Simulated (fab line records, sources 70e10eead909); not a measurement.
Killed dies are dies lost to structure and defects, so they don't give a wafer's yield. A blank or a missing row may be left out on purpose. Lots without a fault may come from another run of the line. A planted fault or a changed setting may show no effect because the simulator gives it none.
Chamber matching | flow nand_harc | NHARC_A_STAIRCASE_DESCUM_252 on rie_diel-04: 4 sister chambers
The step chemistry O2, time 3 s. 8 wafers are shown with their chamber, then 12 later ones without.

WAFERS WITH THEIR CHAMBER
wafer  | chamber | showerhead_plenum_p_Torr (Torr) | drypump_motor_current_A (A)
L085.2 | 2       | 2.06                            | 5.9
L085.4 | 1       | 1.79                            | 5.7
L085.6 | 0       | 1.86                            | 5.7
L086.3 | 1       | 1.79                            | 5.7
L086.6 | 3       | 1.77                            | 6.2
L087.1 | 2       | 2.06                            | 5.9
L087.3 | 3       | 1.76                            | 6.3
L087.4 | 0       | 1.86                            | 5.7

WAFERS WITHOUT THEIR CHAMBER
wafer  | showerhead_plenum_p_Torr (Torr) | drypump_motor_current_A (A)
L092.1 | 2.06                            | 5.9
L092.2 | 2.08                            | 6.2
L092.5 | 2.06                            | 6.0
L093.1 | 1.78                            | 5.7
L093.4 | 1.85                            | 5.7
L093.6 | 2.08                            | 6.3
L097.1 | 1.85                            | 5.7
L097.3 | 1.78                            | 5.7
L097.6 | 2.05                            | 5.9
L095.1 | 1.85                            | 5.7
L095.4 | 1.78                            | 5.7
L095.5 | 2.05                            | 5.9

WHICH CHAMBER EACH WENT THROUGH
wafer  | from the rows above | in truth
L092.1 | 2                   | 2
L092.2 | 2                   | 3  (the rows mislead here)
L092.5 | 2                   | 2
L093.1 | 1                   | 1
L093.4 | 0                   | 0
L093.6 | 2                   | 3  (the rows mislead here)
L097.1 | 0                   | 0
L097.3 | 1                   | 1
L097.6 | 2                   | 2
L095.1 | 0                   | 0
L095.4 | 1                   | 1
L095.5 | 2                   | 2
Placed correctly: 10 of 12. Can't be placed from these rows: 0. Placed wrongly: 2.
How it was worked out, from the rows above alone: a wafer's distance from a chamber is the root of the sum, over the readings, of the square of ((its reading less the chamber's mean) divided by the reading's scatter). The wafer belongs to the nearest chamber; if the next one is less than 2 further off, it can't be placed. A chamber's mean is the mean of its shown wafers. The scatter: the root of (the sum of the squares of (reading less its chamber's mean) over the shown wafers, divided by (wafers less chambers)).
